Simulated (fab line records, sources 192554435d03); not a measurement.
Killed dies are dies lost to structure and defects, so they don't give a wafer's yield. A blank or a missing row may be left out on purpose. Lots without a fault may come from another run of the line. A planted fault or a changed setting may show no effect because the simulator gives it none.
fab line records | flow n5_finfet
record lots=7 wafers=21
route steps=1938 shown HKMG_FIN@424 MOL_CONTACT_COAG@531 BEOL_M0_SAQP@632 BEOL_M0_CUTY@713 BEOL_M0@715 BEOL_M1@794
start_h: hours from the record's first day to the start of the lot's first wafer shown | wait_h: hours since the lot's step before | " the same as in the row above | L1.1+2: a row that stands for several wafers | - no value, or no start given | * or withheld: withheld | < > ~ a bound
route shown NAME@n: a module of which the file shows steps, and the number in the route of the first | usual: mean/standard deviation of fault-free wafers | same: alike in all rows | chamber/n: place in a boat | sites: the reading at each site | _std_site: their standard deviation | _edge_site: outer sites' mean less inner sites' | radius_mm: how far each site lies from the wafer's centre | mask NAME#n: copy n | behind: the tool/chamber that last shaped the wafer | hold: why the lot was held/for how many hours/how that ended | device: the transistor (n, p or np) that didn't switch | end of line: the same wafers' tests at the end of the route | a step without rows: its recipe alone | killed: dies lost to structure and defects at the first sort, not the wafer's yield | map: a wafer's dies, x killed, . not, _ none there
set.NAME: the setting as run; set.NAME@STEP: as run at that earlier step | model.NAME: the simulator's own value behind a step, which no gauge read
lots whose settings were changed on purpose; a table a step, a row a wafer
## steps
# step N5_HKMG_FIN_COAT_06
# recipe resist=CAR-ArF spin_rpm=1500 resist_thk_nm=90
# columns lot.wafer tool chamber start_h wait_h set.spin_rpm model.CAR-ArF_of_HKMG_FIN_COAT_06.thk_nm
L077.3 litho_track-02 0 - - 1603 87
L077.5+6 " 0 " " 1603 86.8
L081.3 litho_track-05 0 - - 1500 90.4
L081.4 " 0 " " 1556 88.8
L081.5 " 0 " " 1500 90.2
L084.1 litho_track-05 0 - - 1500 90
L084.2 " 0 " " 1658 85.4
L084.3 " 0 " " 1658 85.2
L085.2 litho_track-02 0 - - 1500 90
L085.3 " 0 " " 1500 89.8
L085.5 " 0 " " 1500 89.6
L089.1+4 litho_track-03 0 - - 1335 95.6
L089.5 " 0 " " 1500 90
L091.1 litho_track-03 0 - - 1500 90.2
L091.4 " 0 " " 1347 95.2
L091.6 " 0 " " 1347 95.6
L094.2 litho_track-03 0 - - 1441 92.4
L094.4 " 0 " " 1500 90.4
L094.6 " 0 " " 1441 92.2
# step N5_HKMG_FIN_EBR_08
# recipe solvent=PGMEA ebr_width_mm=1.5
# step N5_HKMG_FIN_SOFTBAKE_07
# recipe temp_c=110 time_s=60 resist=CAR-ArF
# step N5_HKMG_FIN_EXPOSE_09
# recipe mask_id=NWFM na=1.35 source_shape=conventional sigma_outer=0.8 polarization=unpolarized dose_mj=39.25
# step N5_HKMG_FIN_PEB_10
# recipe peb_temp_c=withheld peb_time_s=60 resist=CAR-ArF
# step N5_HKMG_FIN_DEVELOP_11
# recipe develop_time_s=30 developer=TMAH resist=CAR-ArF dev_temp_c=23 rinse_liquid=diw dry=air_spin
# columns lot.wafer tool chamber start_h wait_h set.spin_rpm@HKMG_FIN_COAT_06 model.CAR-ArF_of_HKMG_FIN_COAT_06.thk_nm
L077.3 litho_track-03 0 - - 1603 85.4
L077.5+6 " 0 " " 1603 85
L081.3 litho_track-02 0 - - 1500 88.8
L081.4 " 0 " " 1556 87.2
L081.5 " 0 " " 1500 88.6
L084.1 litho_track-02 0 - - 1500 88.2
L084.2 " 0 " " 1658 83.8
L084.3 " 0 " " 1658 83.6
L085.2+3 litho_track-02 0 - - 1500 88.2
L085.5 " 0 " " 1500 88
L089.1 litho_track-05 0 - - 1335 93.8
L089.4 " 0 " " 1335 94
L089.5 " 0 " " 1500 88.4
L091.1 litho_track-03 0 - - 1500 88.6
L091.4 " 0 " " 1347 93.6
L091.6 " 0 " " 1347 93.8
L094.2 litho_track-03 0 - - 1441 90.8
L094.4 " 0 " " 1500 88.8
L094.6 " 0 " " 1441 90.4
# step N5_MOL_CONTACT_COAG_ETCH_105
# recipe chemistry=CF4 target=SiARC target_depth_a=156 mask_material=CAR-EUV time_s=26 ion_energy_ev=80 pressure_mtorr=40 source_w=545 bias_w=36 Ar_flow_sccm=100 cf4_flow_sccm=100 ends=cleared
# usual etch_rf_on_time_s=25.9/0.5 rf_vpp_V=184.4/1.3
# columns lot.wafer tool chamber start_h wait_h set.bias_w etch_rf_on_time_s rf_vpp_V
L077.3 rie_diel-04 0 111.70 0.0 36 26.8 182.5
L077.5 " 3 " " 36 25.7 186.2
L077.6 " 2 " " 36 26.1 182.3
L081.3 rie_diel-04 3 130.82 0.0 39.61 24.9 198.1
L081.4 " 2 " " 39.61 25.3 194.9
L081.5 " 1 " " 36 27.0 185.5
L084.1 rie_diel-06 0 149.38 0.0 36 25.6 184.9
L084.2 " 1 " " 36 25.1 182.4
L084.3 " 2 " " 30.2 27.1 165.3
L085.2 rie_diel-06 3 154.40 0.0 36 25.2 184.2
L085.3 " 0 " " 36 25.9 185.4
L085.5 " 1 " " 36 25.3 183.3
L089.1 rie_diel-06 1 177.60 0.0 36 25.2 181.7
L089.4 " 2 " " 36 25.8 185.9
L089.5 " 1 " " 32.23 26.2 171.7
L091.1 rie_diel-06 1 192.40 0.0 36 25.4 183.6
L091.4 " 1 " " 31.53 26.5 167.6
L091.6 " 2 " " 31.53 26.9 170.6
L094.2 rie_diel-06 3 211.68 0.0 36 25.2 184.8
L094.4 " 1 " " 36 25.4 182.7
L094.6 " 2 " " 33.9 26.3 178.1
# step N5_MOL_CONTACT_COAG_ETCHBACK_136
# recipe chemistry=CHF3 target=SiO2 target_depth_a=250 time_s=16.7 ion_energy_ev=200 pressure_mtorr=30 source_w=610 bias_w=170 Ar_flow_sccm=200 CHF3_flow_sccm=50
# columns lot.wafer tool chamber start_h wait_h set.target_depth_a
L077.3 rie_diel-04 2 124.28 0.0 264.6
L077.5+6 " 2,1 " " 250
L081.3 rie_diel-05 2 143.11 0.0 220.3
L081.4+5 " 1 " " 250
L084.1+3 rie_diel-06 2,0 160.24 0.0 235.7
L084.2 " 3 " " 250
L085.2+3+5 rie_diel-05 2,3,0 167.36 0.0 250
L089.1+5 rie_diel-05 2 189.79 0.0 274.2
L089.4 " 1 " " 250
L091.1+4+6 rie_diel-05 2,0,1 203.02 0.0 250
L094.2+4+6 rie_diel-05 2,1,1 225.86 0.0 250
# step N5_MOL_CONTACT_COAG_STRIP_120
# recipe chemistry=CHF3 resist=SiARC rf_frequency_hz=6e+07
# step N5_MOL_CONTACT_COAG_VIA_ETCH_117
# recipe chemistry=C4F6/O2 target_depth_a=400 overetch_a=80 mask_material=SOC target=SiO2 bias_w=455 pressure_mtorr=10 time_s=26 source_w=325 Ar_flow_sccm=300 C4F6_flow_sccm=10 O2_flow_sccm=10 ion_energy_ev=575.3 ends=end_point
# columns lot.wafer tool chamber start_h wait_h set.target_depth_a@MOL_CONTACT_COAG_ETCHBACK_136 model.etch.depth_nm model.MOL_CONTACT_COAG.feature_depth_nm
L077.3 rie_diel-04 2 124.31 0.0 264.6 38.78 38.8
L077.5 " 2 " " 250 40.31 40.4
L077.6 " 1 " " 250 40.98 41
L081.3 rie_diel-05 2 143.15 0.0 220.3 42.93 43
L081.4 " 1 " " 250 40.09 40
L081.5 " 1 " " 250 40.17 40.2
L084.1 rie_diel-06 2 160.28 0.0 235.7 40.66 40.6
L084.2 " 3 " " 250 39.62 39.6
L084.3 " 0 " " 235.7 40.71 40.8
L085.2 rie_diel-05 2 167.39 0.0 250 39.87 39.8
L085.3 " 3 " " 250 40.34 40.4
L085.5 " 0 " " 250 40.18 40.2
L089.1 rie_diel-05 2 189.82 0.0 274.2 37.69 37.6
L089.4 " 1 " " 250 40.37 40.4
L089.5 " 2 " " 274.2 37.56 37.6
L091.1 rie_diel-05 2 203.05 0.0 250 39.81 39.8
L091.4 " 0 " " 250 39.64 39.6
L091.6 " 1 " " 250 40.42 40.4
L094.2 rie_diel-05 2 225.89 0.0 250 40.24 40.2
L094.4 " 1 " " 250 40.44 40.4
L094.6 " 1 " " 250 40.56 40.6
# step N5_BEOL_M0_SAQP_PECVD_00
# recipe material=SiCN target_thk_a=80 temp_c=withheld precursor=3MS/NH3 pressure_torr=3 rf_w=202 time_s=14
# columns lot.wafer tool chamber start_h wait_h set.time_s model.SiCN_of_BEOL_M0_SAQP_PECVD_00.thk_nm
L077.3 pecvd-03 2 128.79 0.1 14 8
L077.5 " 2 " " 14 8.2
L077.6 " 0 " " 13.08 7.4
L081.3 pecvd-01 2 147.63 0.1 13.43 7.8
L081.4 " 0 " " 14 8.2
L081.5 " 2 " " 13.43 8
L084.1+3 pecvd-03 0,1 167.73 0.2 14 7.8
L084.2 " 2 " " 14 8.2
L085.2+5 pecvd-01 2,1 171.91 0.2 14 8
L085.3 " 2 " " 14 8.2
L089.1 pecvd-01 0 194.82 0.2 14 8
L089.4+5 " 1,0 " " 14.66 8.6
L091.1 pecvd-02 2 207.53 0.2 14 7.8
L091.4 " 0 " " 12.2 7
L091.6 " 1 " " 12.2 7.2
L094.2 pecvd-03 1 230.38 0.2 12.43 6.8
L094.4 " 0 " " 14 7.8
L094.6 " 1 " " 12.43 7
# step N5_BEOL_M0_SAQP_PECVD_96
# recipe material=a-Si target_thk_a=450 temp_c=350 precursor=SiH4/He pressure_torr=3 rf_w=100 time_s=45.2
# columns lot.wafer tool chamber start_h wait_h set.time_s model.a-Si_of_BEOL_M0_SAQP_PECVD_96.thk_nm
L077.3 pecvd-01 0 129.33 0.0 45.2 45.2
L077.5 " 0 " " 45.2 45.6
L077.6 " 1 " " 45.2 45
L081.3 pecvd-02 2 148.55 0.0 45.2 45
L081.4 " 2 " " 42.77 43
L081.5 " 1 " " 45.2 45.8
L084.1 pecvd-03 1 169.98 0.0 45.2 44.8
L084.2 " 0 " " 40.29 39.8
L084.3 " 2 " " 40.29 39.2
L085.2 pecvd-02 0 175.70 0.0 45.2 45.4
L085.3 " 2 " " 45.2 45.6
L085.5 " 0 " " 45.2 47
L089.1 pecvd-03 2 195.74 0.0 45.2 44.4
L089.4 " 1 " " 45.2 45.6
L089.5 " 0 " " 45.2 45
L091.1 pecvd-03 1 208.57 0.0 39.97 39.8
L091.4 " 0 " " 45.2 46
L091.6 " 1 " " 45.2 45.8
L094.2 pecvd-01 2 232.82 0.0 45.2 44.2
L094.4 " 1 " " 45.2 45.6
L094.6 " 2 " " 45.2 44.4
# step N5_BEOL_M0_SAQP_PECVD_97
# recipe material=SiNx target_thk_a=230 temp_c=350 precursor=SiH4/NH3/N2 pressure_torr=1.5 rf_w=300 time_s=19.9
# step N5_BEOL_M0_SAQP_PECVD_04
# recipe material=a-Si target_thk_a=600 temp_c=350 precursor=SiH4/He pressure_torr=3 rf_w=100 time_s=60.2
# step N5_BEOL_M0_SAQP_ETCH_101
# recipe chemistry=CH3F/O2 target=SiNx mask_material=SiO2 target_depth_a=299 time_s=42.7 pressure_mtorr=30 source_w=395 bias_w=73 Ar_flow_sccm=150 CH3F_flow_sccm=30 O2_flow_sccm=20 ion_energy_ev=120
# step N5_BEOL_M0_SAQP_ETCH_102
# recipe chemistry=CF4 target=SiO2 target_depth_a=40 ion_energy_ev=350 time_s=4.4 pressure_mtorr=10 icp_w=800 bias_w=400 cf4_flow_sccm=80
# step N5_BEOL_M0_SAQP_MANDREL_ETCH_103
# recipe chemistry=HBr/Cl2 target=a-Si target_depth_a=450 bt_time_s=10 stop_on=SiCN mask_material=SiO2 over_etch_frac=0.8 time_s=27 pressure_mtorr=10 icp_w=800 bias_w=75 HBr_flow_sccm=150 Cl2_flow_sccm=80 ends=end_point
# columns lot.wafer tool chamber start_h wait_h set.time_s@BEOL_M0_SAQP_PECVD_96 model.etch.depth_nm
L077.3 rie_si-03 1 132.93 0.0 45.2 45.13
L077.5 " 1 " " 45.2 45.66
L077.6 " 2 " " 45.2 45.04
L081.3 rie_si-01 1 151.20 0.0 45.2 45.06
L081.4 " 2 " " 42.77 42.97
L081.5 " 0 " " 45.2 45.73
L084.1 rie_si-03 0 172.64 0.0 45.2 44.71
L084.2 " 3 " " 40.29 39.85
L084.3 " 2 " " 40.29 39.19
L085.2 rie_si-05 3 180.17 0.0 45.2 45.39
L085.3 " 2 " " 45.2 45.54
L085.5 " 0 " " 45.2 46.94
L089.1 rie_si-05 3 198.25 0.0 45.2 44.33
L089.4 " 1 " " 45.2 45.69
L089.5 " 1 " " 45.2 44.99
L091.1 rie_si-05 0 211.23 0.0 39.97 39.86
L091.4 " 3 " " 45.2 45.92
L091.6 " 0 " " 45.2 45.89
L094.2 rie_si-05 1 235.34 0.0 45.2 44.12
L094.4 " 3 " " 45.2 45.51
L094.6 " 0 " " 45.2 44.36
# step N5_BEOL_M0_CUTY_ETCH_63
# recipe chemistry=N2/H2 target=SOC target_depth_a=827 overetch_a=165 mask_material=SiARC temp_c=40 ion_energy_ev=200 time_s=124 pressure_mtorr=30 source_w=840 bias_w=150 n2_flow_sccm=200 h2_flow_sccm=200
# usual rf_vpp_V=524.5/2.4
# columns lot.wafer tool chamber start_h wait_h set.source_w rf_vpp_V model.SiO2_of_BEOL_M0_SAQP_SPACER2_ALD_26.thk_nm
L077.3 rie_diel-04 2 137.55 0.0 840 519.7 7.2
L077.5 " 2 " " 840 520.9 7.2
L077.6 " 0 " " 726.3 547.7 7.6
L081.3 rie_diel-05 2 155.30 0.0 840 523.7 7.2
L081.4 " 1 " " 840 525.5 7.2
L081.5 " 0 " " 840 525.4 7.2
L084.1 rie_diel-05 3 176.17 0.0 966.5 498.8 6.8
L084.2 " 0 " " 966.5 500.6 6.8
L084.3 " 2 " " 966.5 500.8 6.8
L085.2 rie_diel-05 0 183.96 0.0 840 524.6 7.2
L085.3 " 1 " " 840 524.3 7.2
L085.5 " 0 " " 840 524.4 7
L089.1 rie_diel-04 1 202.40 0.0 840 524.7 7
L089.4 " 2 " " 840 519.7 7
L089.5 " 3 " " 840 527.6 7
L091.1 rie_diel-05 2 214.78 0.0 840 525.8 7.2
L091.4 " 1 " " 741.7 548.4 7.4
L091.6 " 0 " " 840 524.6 7.2
L094.2 rie_diel-05 0 239.12 0.0 840 524.0 7
L094.4 " 2 " " 706 554.2 7.6
L094.6 " 2 " " 840 525.1 7
# step N5_BEOL_M0_CUTY_STRIP_64
# recipe chemistry=N2/H2 temp_c=40 n2_flow_sccm=200 h2_flow_sccm=200 rf_frequency_hz=6e+07
# step N5_BEOL_M0_ETCH_138
# recipe chemistry=CH3F/O2 target_depth_a=120 target=SiCN time_s=31.6 ion_energy_ev=120 pressure_mtorr=30 source_w=395 bias_w=75 Ar_flow_sccm=150 CH3F_flow_sccm=30 O2_flow_sccm=20 ends=cleared
# columns lot.wafer tool chamber start_h wait_h set.source_w@BEOL_M0_CUTY_ETCH_63 model.SiO2_of_BEOL_M0_SAQP_SPACER2_ALD_26.thk_nm
L077.3+5 rie_diel-04 2 137.67 0.0 840 5.2
L077.6 " 0 " " 726.3 5.6
L081.3+4+5 rie_diel-05 2,1,0 155.43 0.0 840 5.2
L084.1+2+3 rie_diel-05 3,0,2 176.29 0.0 966.5 4.8
L085.2+3 rie_diel-05 0,1 184.09 0.0 840 5.2
L085.5 " 0 " " 840 5
L089.1+4+5 rie_diel-04 1,2,3 202.53 0.0 840 5
L091.1 rie_diel-05 2 214.91 0.0 840 5.4
L091.4 " 1 " " 741.7 5.4
L091.6 " 0 " " 840 5.2
L094.2+6 rie_diel-05 0,2 239.24 0.0 840 5
L094.4 " 2 " " 706 5.6
# step N5_BEOL_M0_TRENCH_ETCH_107
# recipe chemistry=C4F6/O2 target_depth_a=328 target=SiOC time_s=16.4 ion_energy_ev=250 pressure_mtorr=30 source_w=355 bias_w=185 Ar_flow_sccm=300 C4F6_flow_sccm=10 O2_flow_sccm=10
# columns lot.wafer tool chamber start_h wait_h set.target_depth_a model.BEOL_M0.feature_depth_nm
L077.3 rie_diel-06 1 141.02 0.0 328 33
L077.5 " 0 " " 328 32.6
L077.6 " 3 " " 338.2 33.8
L081.3 rie_diel-05 3 157.52 0.0 364.1 36
L081.4 " 1 " " 364.1 36.4
L081.5 " 3 " " 328 32.4
L084.1 rie_diel-06 2 179.48 0.0 356.5 36.4
L084.2 " 1 " " 356.5 36.6
L084.3 " 0 " " 328 33.6
L085.2 rie_diel-05 0 186.08 0.0 328 32.6
L085.3 " 1 " " 328 32.4
L085.5 " 1 " " 328 32.2
L089.1 rie_diel-05 0 207.79 0.0 328 32.8
L089.4 " 1 " " 310.7 30.4
L089.5 " 2 " " 310.7 31.2
L091.1 rie_diel-06 1 217.82 0.0 328 33.6
L091.4+6 " 0,2 " " 328 33.4
L094.2+6 rie_diel-06 0,3 241.43 0.0 328 33
L094.4 " 2 " " 328 32.8
# step N5_BEOL_M0_STRIP_142
# recipe chemistry=N2/H2 time_s=10 power_w=450 temp_c=40 pressure_mtorr=20 rf_frequency_hz=6e+07 bias_power_w=7 n2_flow_sccm=200 h2_flow_sccm=200
# step N5_BEOL_M0_OCD_MEAS_108
# usual trench_depth_nm=32.9/0.71
# columns lot.wafer tool chamber start_h wait_h set.target_depth_a@BEOL_M0_TRENCH_ETCH_107 trench_depth_nm
L077.3 ocd-01 - 141.13 0.1 328 33.2
L077.5 " - " " 328 32.4
L077.6 " - " " 338.2 33.9
L081.3 ocd-02 - 157.62 0.1 364.1 35.9
L081.4 " - " " 364.1 36.8
L081.5 " - " " 328 32.2
L084.1 ocd-02 - 179.59 0.1 356.5 36.8
L084.2 " - " " 356.5 36.9
L084.3 " - " " 328 33.3
L085.2 ocd-02 - 186.18 0.1 328 32.8
L085.3 " - " " 328 32.4
L085.5 " - " " 328 32.1
L089.1 ocd-02 - 207.89 0.1 328 33.0
L089.4 " - " " 310.7 30.4
L089.5 " - " " 310.7 30.8
L091.1 ocd-02 - 217.92 0.1 328 33.7
L091.4 " - " " 328 33.5
L091.6 " - " " 328 32.9
L094.2 ocd-01 - 241.53 0.1 328 32.4
L094.4 " - " " 328 32.3
L094.6 " - " " 328 33.5
# step N5_BEOL_M1_ETCH_70
# recipe chemistry=N2/H2 target=SOC target_depth_a=800 overetch_a=160 mask_material=SiARC temp_c=40 time_s=120 ion_energy_ev=200 pressure_mtorr=30 source_w=840 bias_w=150 n2_flow_sccm=200 h2_flow_sccm=200
# usual rf_vpp_V=524.3/2.4
# columns lot.wafer tool chamber start_h wait_h set.bias_w rf_vpp_V model.SiARC_of_BEOL_M1_COAT_68.thk_nm
L077.3 rie_diel-01 0 156.92 0.0 150 523.1 6.4
L077.5 " 3 " " 142.1 503.5 6.6
L077.6 " 2 " " 150 525.3 6.4
L081.3 rie_diel-02 3 175.77 0.0 150 527.8 6.2
L081.4 " 0 " " 168.7 562.0 5.6
L081.5 " 2 " " 168.7 564.6 5.4
L084.1 rie_diel-03 2 190.88 0.0 150 522.2 6.4
L084.2 " 1 " " 150 529.2 6
L084.3 " 0 " " 150 522.5 6.2
L085.2 rie_diel-02 1 196.32 0.0 150 526.5 6.6
L085.3 " 3 " " 150 528.3 6.2
L085.5 " 3 " " 150 529.2 6.2
L089.1 rie_diel-02 3 228.50 0.0 137.5 499.9 6.8
L089.4 " 1 " " 150 524.6 6.6
L089.5 " 0 " " 137.5 493.5 6.8
L091.1 rie_diel-01 2 232.82 0.0 150 526.5 6.4
L091.4 " 1 " " 150 523.9 6.4
L091.6 " 1 " " 172.2 572.2 5.4
L094.2 rie_diel-02 0 267.34 0.0 168.3 561.7 5.6
L094.4 " 1 " " 168.3 566.1 5.8
L094.6 " 0 " " 168.3 561.5 5.6
# step N5_BEOL_M1_TRENCH_ETCH_37
# recipe chemistry=C4F6/O2 target_depth_a=552.07 target=SiOC time_s=29 ion_energy_ev=250 pressure_mtorr=30 source_w=355 bias_w=185 Ar_flow_sccm=300 C4F6_flow_sccm=10 O2_flow_sccm=10
# columns lot.wafer tool chamber start_h wait_h set.time_s model.etch.depth_nm model.BEOL_M1.feature_depth_nm
L077.3 rie_diel-01 0 - - 29 55.34 55.4
L077.5 " 3 " " 29 56.12 56.2
L077.6 " 2 " " 29 55.64 55.6
L081.3 rie_diel-02 3 - - 29 55.65 55.6
L081.4 " 0 " " 29 54.39 54.4
L081.5 " 2 " " 32.11 61.02 61
L084.1 rie_diel-03 2 - - 29 55.22 55.2
L084.2 " 1 " " 29 56.7 56.8
L084.3 " 0 " " 24.54 46.5 46.6
L085.2 rie_diel-02 1 - - 29 54.12 54.2
L085.3 " 3 " " 29 56.18 56.2
L085.5 " 3 " " 29 56.01 56
L089.1 rie_diel-02 3 - - 29 56.23 56.2
L089.4 " 1 " " 29 54.27 54.2
L089.5 " 0 " " 29 54.73 54.8
L091.1 rie_diel-01 2 - - 23.79 45.04 45
L091.4 " 1 " " 23.79 44.12 44.2
L091.6 " 1 " " 29 54.34 54.4
L094.2 rie_diel-02 0 - - 29 54.78 54.8
L094.4 " 1 " " 29 54.3 54.4
L094.6 " 0 " " 24.6 46.71 46.8
# step N5_BEOL_M1_ETCH_41
# recipe chemistry=CH3F/O2 target=SiCN target_depth_a=319 taper_deg=2 time_s=57.8 ion_energy_ev=120 mask_material=TiN pressure_mtorr=30 source_w=395 bias_w=75 Ar_flow_sccm=150 CH3F_flow_sccm=30 O2_flow_sccm=20
# step N5_BEOL_M1_STRIP_97
# recipe chemistry=N2/H2 time_s=10 power_w=450 temp_c=40 pressure_mtorr=20 rf_frequency_hz=6e+07 bias_power_w=7 n2_flow_sccm=200 h2_flow_sccm=200
# step N5_BEOL_M1_OCD_MEAS_38
# usual trench_depth_nm=55.4/0.96
# columns lot.wafer tool chamber start_h wait_h set.time_s@BEOL_M1_TRENCH_ETCH_37 trench_depth_nm
L077.3 ocd-01 - 157.28 - 29 54.9
L077.5 " - " " 29 56.1
L077.6 " - " " 29 55.1
L081.3 ocd-02 - 176.13 - 29 55.8
L081.4 " - " " 29 54.6
L081.5 " - " " 32.11 61.4
L084.1 ocd-02 - 191.23 - 29 55.1
L084.2 " - " " 29 56.7
L084.3 " - " " 24.54 46.5
L085.2 ocd-02 - 196.67 - 29 54.4
L085.3 " - " " 29 56.6
L085.5 " - " " 29 55.7
L089.1 ocd-02 - 228.86 - 29 56.8
L089.4 " - " " 29 53.5
L089.5 " - " " 29 54.9
L091.1 ocd-02 - 233.18 - 23.79 45.0
L091.4 " - " " 23.79 43.8
L091.6 " - " " 29 54.5
L094.2 ocd-01 - 267.70 - 29 54.5
L094.4 " - " " 29 54.4
L094.6 " - " " 24.6 46.7
## key
split step=N5_HKMG_FIN_COAT_06 setting=spin_rpm stated=1500 by=wafer
response step=N5_HKMG_FIN_COAT_06 reading=model.CAR-ArF_of_HKMG_FIN_COAT_06.thk_nm change=-0.485 per=1% r=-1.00
response step=N5_HKMG_FIN_DEVELOP_11 reading=model.CAR-ArF_of_HKMG_FIN_COAT_06.thk_nm change=-0.472 per=1% r=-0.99
split step=N5_MOL_CONTACT_COAG_ETCH_105 setting=bias_w stated=36 by=wafer
response step=N5_MOL_CONTACT_COAG_ETCH_105 reading=etch_rf_on_time_s change=* per=1% r=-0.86
response step=N5_MOL_CONTACT_COAG_ETCH_105 reading=rf_vpp_V change=+1.14 per=1% r=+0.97
split step=N5_MOL_CONTACT_COAG_ETCHBACK_136 setting=target_depth_a stated=250 by=wafer
response step=N5_MOL_CONTACT_COAG_VIA_ETCH_117 reading=model.etch.depth_nm change=-0.255 per=1% r=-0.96
response step=N5_MOL_CONTACT_COAG_VIA_ETCH_117 reading=model.MOL_CONTACT_COAG.feature_depth_nm change=-0.262 per=1% r=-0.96
split step=N5_BEOL_M0_SAQP_PECVD_00 setting=time_s stated=14 by=wafer
response step=N5_BEOL_M0_SAQP_PECVD_00 reading=model.SiCN_of_BEOL_M0_SAQP_PECVD_00.thk_nm change=+0.0744 per=1% r=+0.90
split step=N5_BEOL_M0_SAQP_PECVD_96 setting=time_s stated=45.2 by=wafer
response step=N5_BEOL_M0_SAQP_PECVD_96 reading=model.a-Si_of_BEOL_M0_SAQP_PECVD_96.thk_nm change=+0.502 per=1% r=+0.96
response step=N5_BEOL_M0_SAQP_MANDREL_ETCH_103 reading=model.etch.depth_nm change=+0.497 per=1% r=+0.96
split step=N5_BEOL_M0_CUTY_ETCH_63 setting=source_w stated=840 by=wafer
response step=N5_BEOL_M0_CUTY_ETCH_63 reading=rf_vpp_V change=-1.94 per=1% r=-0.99
response step=N5_BEOL_M0_CUTY_ETCH_63 reading=model.SiO2_of_BEOL_M0_SAQP_SPACER2_ALD_26.thk_nm change=-0.0302 per=1% r=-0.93
response step=N5_BEOL_M0_ETCH_138 reading=model.SiO2_of_BEOL_M0_SAQP_SPACER2_ALD_26.thk_nm change=-0.0281 per=1% r=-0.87
split step=N5_BEOL_M0_TRENCH_ETCH_107 setting=target_depth_a stated=328 by=wafer
response step=N5_BEOL_M0_TRENCH_ETCH_107 reading=model.BEOL_M0.feature_depth_nm change=+0.345 per=1% r=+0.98
response step=N5_BEOL_M0_OCD_MEAS_108 reading=trench_depth_nm change=+0.394 per=1% r=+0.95
split step=N5_BEOL_M1_ETCH_70 setting=bias_w stated=150 by=wafer
response step=N5_BEOL_M1_ETCH_70 reading=rf_vpp_V change=+3.14 per=1% r=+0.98
response step=N5_BEOL_M1_ETCH_70 reading=model.SiARC_of_BEOL_M1_COAT_68.thk_nm change=-0.0556 per=1% r=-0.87
split step=N5_BEOL_M1_TRENCH_ETCH_37 setting=time_s stated=29 by=wafer
response step=N5_BEOL_M1_TRENCH_ETCH_37 reading=model.etch.depth_nm change=+0.557 per=1% r=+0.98
response step=N5_BEOL_M1_TRENCH_ETCH_37 reading=model.BEOL_M1.feature_depth_nm change=+0.556 per=1% r=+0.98
response step=N5_BEOL_M1_OCD_MEAS_38 reading=trench_depth_nm change=+0.564 per=1% r=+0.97
